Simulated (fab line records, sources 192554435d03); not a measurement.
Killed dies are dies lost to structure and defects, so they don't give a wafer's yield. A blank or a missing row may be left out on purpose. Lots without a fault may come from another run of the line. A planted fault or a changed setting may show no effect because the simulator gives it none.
Which tool did it? | flow n5_finfet | 10 lots, 30 wafers sampled, at 3 steps of a route of 1938

WHAT THE GAUGES READ, wafer by wafer
N5_BEOL_M6_THK_MEAS_01.
lot  | measured     | on            | M6_ILD_THK (nm)
L626 | day 8 13:10  | film_metro-02 | 152.4 155.0 155.1
L629 | day 8 18:34  | film_metro-01 | 152.3 152.7 154.7
L632 | day 9 21:04  | film_metro-01 | 152.7 154.0 156.7
L633 | day 10 04:34 | film_metro-01 | 151.3 154.5 154.6
L634 | day 10 05:44 | film_metro-02 | 155.1 157.1 156.9
L636 | day 10 15:38 | film_metro-01 | 156.7 156.8 155.9
L637 | day 11 06:01 | film_metro-01 | 153.6 158.7 154.7
L644 | day 12 22:06 | film_metro-02 | 154.6 157.4 157.3
L646 | day 13 11:51 | film_metro-01 | 150.2 152.4 155.6
L647 | day 13 16:29 | film_metro-02 | 151.6 154.4 157.9

WHICH TOOL RAN EACH LOT (tool, then ch and the chambers of the sampled wafers, then the start)
lot  | N5_BEOL_M5_SPUTTER_83        | N5_BEOL_M5_CMP_52
L626 | pvd_sputter-02, day 8 09:13  | cmp-02 ch 0,1,3, day 8 11:58
L629 | pvd_sputter-01, day 8 14:22  | cmp-03 ch 0,1,3, day 8 17:26
L632 | pvd_sputter-03, day 9 17:08  | cmp-03 ch 0,1,2, day 9 19:53
L633 | pvd_sputter-01, day 10 00:40 | cmp-03 ch 1,2,3, day 10 03:20
L634 | pvd_sputter-03, day 10 01:49 | cmp-01 ch 0,1,2, day 10 04:29
L636 | pvd_sputter-03, day 10 08:01 | cmp-02 ch 0,3, day 10 14:25
L637 | pvd_sputter-03, day 11 02:03 | cmp-01 ch 0,2,3, day 11 04:51
L644 | pvd_sputter-01, day 12 17:55 | cmp-02 ch 2,3, day 12 20:56
L646 | pvd_sputter-01, day 13 07:38 | cmp-01 ch 0,2,3, day 13 10:40
L647 | pvd_sputter-03, day 13 12:34 | cmp-01 ch 1,2,3, day 13 15:17
- N5_BEOL_M5_SPUTTER_83: material Cu, target thk 15 nm, time 27.62 s.
- N5_BEOL_M5_CMP_52: polishes, stops on SiCOH lowk, t overpolish 6.9 s, target thk 62 nm.

THE ANSWER, worked out from the rows above alone
Rule: what is usual is taken from the lots themselves. Put in order of their means at a reading, lots are off if they are a third of the lots or fewer, leave a main group of 4 or more, and stand apart from it by a gap of 3 or more times the standard deviation of the main group's means; of several such gaps the widest counts. A main group whose means are all the same, to the digits that the tables above print for the reading, isn't used. A lot without any number at a reading at which 4 lots or more have one is off too. The other lots that the step has rows for count as sound.
No lot is off at any reading shown: from this, nothing can be told.

WHAT THE SIMULATOR HAD PUT IN
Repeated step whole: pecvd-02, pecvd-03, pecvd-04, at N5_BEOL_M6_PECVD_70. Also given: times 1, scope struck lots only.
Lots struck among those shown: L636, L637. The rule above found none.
